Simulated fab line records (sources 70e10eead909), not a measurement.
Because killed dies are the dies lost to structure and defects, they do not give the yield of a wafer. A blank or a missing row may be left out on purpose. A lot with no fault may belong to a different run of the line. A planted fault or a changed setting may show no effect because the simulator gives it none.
Chamber matching | flow nand harc | 4 sister chambers for NHARC_P_M0_ETCH_34 on rie diel-03
The step etches the open film in N2/H2, target depth 40 nm, overetch 12 nm, time 43.94 s. 20 wafers are shown with their chamber, then 10 later ones without.

## WAFERS PAIRED WITH THEIR CHAMBERS
wafer  | chamber | showerhead plenum p Torr (Torr) | drypump motor current A (A) | rf vpp V (V)
L078.3 | 2       | 2.12                            | 6.9                         | 433
L078.5 | 1       | 1.89                            | 5.2                         | 425
L078.6 | 0       | 1.89                            | 6.1                         | 425
L079.1 | 2       | 2.11                            | 6.9                         | 432
L079.5 | 3       | 2.13                            | 6.1                         | 433
L079.6 | 2       | 2.11                            | 6.9                         | 433
L082.2 | 3       | 2.13                            | 6.1                         | 432
L082.3 | 0       | 1.88                            | 6.1                         | 426
L082.5 | 0       | 1.88                            | 6.1                         | 427
L083.1 | 3       | 2.13                            | 6.1                         | 434
L083.2 | 1       | 1.88                            | 5.2                         | 426
L083.4 | 2       | 2.11                            | 6.9                         | 432
L084.1 | 0       | 1.88                            | 6.1                         | 427
L084.2 | 2       | 2.11                            | 6.8                         | 433
L084.6 | 2       | 2.11                            | 6.9                         | 433
L086.1 | 2       | 2.11                            | 6.9                         | 434
L086.4 | 1       | 1.88                            | 5.2                         | 427
L086.5 | 2       | 2.11                            | 6.8                         | 432
L087.1 | 1       | 1.88                            | 5.2                         | 425
L087.2 | 3       | 2.13                            | 6.0                         | 434

SIGNATURES (means of the wafers above)
reading                  | chamber 0 | chamber 1 | chamber 2 | chamber 3 | scatter within a chamber
showerhead plenum p Torr | 1.8825    | 1.8825    | 2.1113    | 2.1300    | 0.00385
drypump motor current A  | 6.100     | 5.200     | 6.875     | 6.075     | 0.0375
rf vpp V                 | 426.25    | 425.75    | 432.75    | 433.25    | 0.857
Rule: a wafer's distance from a chamber is the root of the sum, over the readings, of the square of ((its reading less the chamber's mean) divided by the reading's scatter). If the next closest chamber is less than 2 further off than the closest, the wafer can't be placed; otherwise it belongs to the closest. The scatter is the square root of a quotient: the sum, over the shown wafers, of each reading's squared deviation from its chamber's mean, divided by wafers minus chambers.

## WAFERS WITHOUT THEIR CHAMBER
wafer  | showerhead plenum p Torr (Torr) | drypump motor current A (A) | rf vpp V (V)
L087.3 | 2.11                            | 6.9                         | 434
L089.1 | 1.88                            | 5.2                         | 426
L089.3 | 2.12                            | 6.0                         | 435
L089.5 | 2.12                            | 6.1                         | 433
L088.2 | 2.10                            | 6.8                         | 433
L088.3 | 1.88                            | 5.2                         | 424
L088.5 | 2.10                            | 6.8                         | 433
L097.1 | 2.21                            | 5.2                         | 436
L097.2 | 2.11                            | 6.0                         | 431
L097.4 | 2.21                            | 6.1                         | 437

## WHICH CHAMBER EACH WENT THROUGH
wafer  | from the rows above | in truth
L087.3 | 2                   | 2
L089.1 | 1                   | 1
L089.3 | 3                   | 3
L089.5 | 3                   | 3
L088.2 | 2                   | 2
L088.3 | 1                   | 1
L088.5 | 2                   | 2
L097.1 | 3                   | 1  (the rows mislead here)
L097.2 | 3                   | 3
L097.4 | 3                   | 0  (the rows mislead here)
8 of 10 placed correctly. Number that these rows cannot place: 0. Placed wrongly: 2.
